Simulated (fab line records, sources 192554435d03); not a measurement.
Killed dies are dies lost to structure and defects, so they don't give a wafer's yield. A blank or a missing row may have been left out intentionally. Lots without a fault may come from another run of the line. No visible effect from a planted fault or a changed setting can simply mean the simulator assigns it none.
One fault seen from 2 desks	flow n5 finfet	what lay behind the numbers comes last; until then each desk has only its own

== DESK OF THE TOOL OWNER: rie diel-02 ==
The tool's own readings at N5_BEOL_M4_TRENCH_ETCH_37 (etches SiOC in C4F6/O2, target depth 55.555 nm, time 29.2 s): means of the sampled wafers that have a number, for each lot that ran on this tool. Marked OUT: a lot whose mean sits more than 4 standard deviations from the usual mean, which makes it out of limits; the brackets give that distance.
Columns: A = drypump motor current A at N5_BEOL_M4_TRENCH_ETCH_37, usual 5.9 A; B = mfc ar sccm at N5_BEOL_M4_TRENCH_ETCH_37, usual 300.0 sccm; C = oes product au at N5_BEOL_M4_TRENCH_ETCH_37, usual 0.77 a.u.; D = rf vpp V at N5_BEOL_M4_TRENCH_ETCH_37, usual 662 V; E = showerhead plenum p Torr at N5_BEOL_M4_TRENCH_ETCH_37, usual 2.86 Torr; F = throttle valve pct at N5_BEOL_M4_TRENCH_ETCH_37, usual 20.99 %
lot	first seen here	A	B	C	D	E	F
L226	day 8 07:29	5.7	300.4	0.72	661	2.89	21.02
L229	day 9 09:47	6.2	299.3	0.80	658	2.92	21.14
L231	day 10 06:37	5.9	299.8	0.68	660	2.92	21.12
L232	day 10 13:28	5.9	300.1	0.67	660	2.91	21.12
L235	day 11 05:22	6.2	299.3	0.81	659	2.92	20.93
This desk's verdict: no lot among the 5 shows anything out of limits.

== AT THE METROLOGY DESK ==
Lot by lot, what the gauges showed, no matter which tool ran the lot: averages of those sampled wafers that carry a number. Marked OUT: a lot whose mean sits more than 4 standard deviations from the usual mean, which makes it out of limits; the brackets give that distance. Of its 16 readings 7 are shown: the one that was out of limits first, and those that lie furthest out on some lot.
Columns: A = trench depth nm at N5_BEOL_M4_OCD_MEAS_38, usual 55.2 nm; B = M4_THK at N5_BEOL_M4_THK_MEAS_53, usual 40.5 nm; C = M4_RS at N5_BEOL_M4_RS_MEAS_58, usual 0.69 ohm/sq; D = SERP_M4 at N5_BEOL_M4_RC_MEAS_101, usual 204 ohm/um; E = SERP_M4_max_site at N5_BEOL_M4_RC_MEAS_101, usual 217 ohm/um; F = VT_N at N5_BEOL_M4_RC_MEAS_101, usual 250 mV; G = VT_P at N5_BEOL_M4_RC_MEAS_101, usual -250 mV
lot	first seen here	A	B	C	D	E	F	G
L226	day 8 07:38	54.9	38.7	0.73	216	236	251	-252
L229	day 9 09:56	54.6	38.0	0.73	222	234	255	-255
L231	day 10 06:47	50.0 (-5.8) OUT	34.8	0.87 (+4.9) OUT	256	271	251	-248
L232	day 10 13:37	50.3 (-5.5) OUT	36.0	0.83	240	256	251	-252
L235	day 11 05:32	49.5 (-6.3) OUT	36.2	0.83	250	270	252	-250
L241	day 12 12:51	55.8	42.0	0.65	185	198	249	-249
L245	day 13 08:49	55.5	42.2	0.65	191	199	246	-245
L246	day 13 18:20	54.3	40.0	0.71	206	220	246	-248
L240	day 14 02:14	55.7	40.4	0.68	202	210	248	-248
This desk's finding: out of limits on L231, L232, L235; first on L231, day 10 06:47 (trench depth nm at N5_BEOL_M4_OCD_MEAS_38). L226, L229, L241, L245, L246, L240: within limits.

== PUT TOGETHER ==
An alarm was possible from the metrology desk at day 10 06:47, on L231, L232, L235.
Nothing out of limits was seen by the tool owner's desk.
The tool owner's desk has L231, L232, L235 on record, within its limits.
All the named lots went through N5_BEOL_M4_TRENCH_ETCH_37 on rie diel-02.

== WHAT HAD BEEN PUT IN BY THE SIMULATOR ==
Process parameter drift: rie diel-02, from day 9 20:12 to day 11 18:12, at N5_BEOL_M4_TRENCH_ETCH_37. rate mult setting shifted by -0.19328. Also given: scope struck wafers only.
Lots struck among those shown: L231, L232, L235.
Per desk, hours elapsed from the start of the fault to the first reading out of limits: for the metrology desk, 11.
